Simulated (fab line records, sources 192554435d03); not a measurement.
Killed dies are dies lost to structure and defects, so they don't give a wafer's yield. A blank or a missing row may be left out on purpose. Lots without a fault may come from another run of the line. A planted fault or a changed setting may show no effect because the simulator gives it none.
Split-lot experiment | flow n5_finfet | 7 lots, 21 wafers read, on a route of 1938 steps

THE SPLIT
At N5_BEOL_M8_DESCUM_33 (chemistry O2, time 7 s), the setting time_s was moved away from the recipe's 7 s on 13 of the 21 wafers read, by -20.1% to +17.9%. The other wafers ran this setting at the recipe's value.

The file shows no step between the split and the reading.

THE READING
CAR-EUV_of_BEOL_M8_COAT_22.thk_nm (the simulator's own value, which no gauge read), in nm, at N5_BEOL_M8_ETCH_65 (etches SiARC in CF4, target depth 15.6 nm, time 26 s). The file gives no usual value for it.

wafer  | tool, chamber at the split | time_s as run, s | against the recipe | CAR-EUV_of_BEOL_M8_COAT_22.thk_nm, nm | against lot-mates on the recipe
L075.1 | rie_diel-01, 2             | 7.802            | +11.5%             | 10.8                                  | -0.4
L075.2 | rie_diel-01, 0,1           | 7                | recipe             | 11.2                                  | -
L075.4 | rie_diel-01, 0,1           | 7                | recipe             | 11.2                                  | -
L080.3 | rie_diel-01, 0             | 7                | recipe             | 11.2                                  | -
L080.5 | rie_diel-01, 0,1           | 5.591            | -20.1%             | 12                                    | +0.8
L080.6 | rie_diel-01, 0,1           | 5.591            | -20.1%             | 11.8                                  | +0.6
L082.1 | rie_diel-06, 2             | 7                | recipe             | 11.2                                  | -
L082.3 | rie_diel-06, 1,3           | 6.262            | -10.5%             | 11.6                                  | +0.4
L082.4 | rie_diel-06, 1,3           | 6.262            | -10.5%             | 11.4                                  | +0.2
L084.2 | rie_diel-02, 2,3           | 8.255            | +17.9%             | 10.4                                  | no lot-mate on the recipe
L084.3 | rie_diel-02, 0             | 8.255            | +17.9%             | 10.4                                  | no lot-mate on the recipe
L084.4 | rie_diel-02, 2,3           | 8.255            | +17.9%             | 10.4                                  | no lot-mate on the recipe
L091.1 | rie_diel-02, 0,2           | 7.694            | +9.9%              | 10.8                                  | -0.4
L091.3 | rie_diel-02, 1             | 7                | recipe             | 11.2                                  | -
L091.6 | rie_diel-02, 0,2           | 7.694            | +9.9%              | 10.8                                  | -0.4
L092.1 | rie_diel-01, 3             | 8.227            | +17.5%             | 10.4                                  | no lot-mate on the recipe
L092.6 | rie_diel-01, 2,1           | 8.227            | +17.5%             | 10.4                                  | no lot-mate on the recipe
L092.5 | rie_diel-01, 2,1           | 8.227            | +17.5%             | 10.4                                  | no lot-mate on the recipe
L095.3 | rie_diel-02, 1,2           | 7                | recipe             | 11.2                                  | -
L095.4 | rie_diel-02, 0             | 7                | recipe             | 11.2                                  | -
L095.6 | rie_diel-02, 1,2           | 7                | recipe             | 11.2                                  | -
Where a row lists several chambers, the file gives one row for several wafers and doesn't say which wafer went through which chamber.

THE FIT
A straight line over all 21 wafers: CAR-EUV_of_BEOL_M8_COAT_22.thk_nm changes by -0.0396 nm for each +1% of time_s; r = -0.99; the points scatter about the line by 0.073 nm.
The same after taking each lot's own level away (the mean of its wafers on the recipe; 15 wafers): -0.0349 nm for each +1%; r = -0.98; scatter 0.063 nm.
On that fit, the largest move of time_s shifts the reading by 0.7 nm.
The lots' own levels span 11.20 to 11.20 nm.
So the lot-to-lot level changes the slope: the two fits differ.
Check: with one of the wafers moved furthest among these (-20.1%) left out of the fit, the line predicts +0.633 nm for it against its lot-mates. It came out at +0.8 nm against them.

OTHER SPLITS ON THESE WAFERS
These wafers also went through other splits before the reading. Each is held against what the fit with the lots' levels taken away leaves over:
other split on the same wafers  | wafers away from the commonest value | r with CAR-EUV_of_BEOL_M8_COAT_22.thk_nm (lot level and that fit taken away)
N5_BEOL_M3_EXPOSE_25 dose_mj    | 4                                    | -0.12
N5_BEOL_M3_DEP_57 time_s        | 6                                    | -0.10
N5_BEOL_M5_EXPOSE_25 dose_mj    | 7                                    | +0.03
N5_BEOL_M6_COAT_63 spin_rpm     | 7                                    | +0.21
N5_BEOL_M6_COAT_22 spin_rpm     | 4                                    | +0.05
N5_BEOL_M7_ETCH_66 bias_w       | 8                                    | -0.29
N5_BEOL_M7_VIA_ETCH_34 source_w | 5                                    | +0.27

THE WHOLE CHAIN: every reading that the file lists as answering this split, in the file's order
step                 | what it does                                         | reading                                                                            | change (the file's fit)                | r (the file's)
N5_BEOL_M8_DESCUM_33 | chemistry O2, time 7 s                               | CAR-EUV_of_BEOL_M8_COAT_22.thk_nm (the simulator's own value, which no gauge read) | -0.0362 nm for each +1% of the setting | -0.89
N5_BEOL_M8_ETCH_65   | etches SiARC in CF4, target depth 15.6 nm, time 26 s | CAR-EUV_of_BEOL_M8_COAT_22.thk_nm (the simulator's own value, which no gauge read) | -0.0346 nm for each +1% of the setting | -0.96

THE FILE'S OWN FIT
CAR-EUV_of_BEOL_M8_COAT_22.thk_nm changes by -0.0346 nm for each +1% of time_s, r = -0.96.
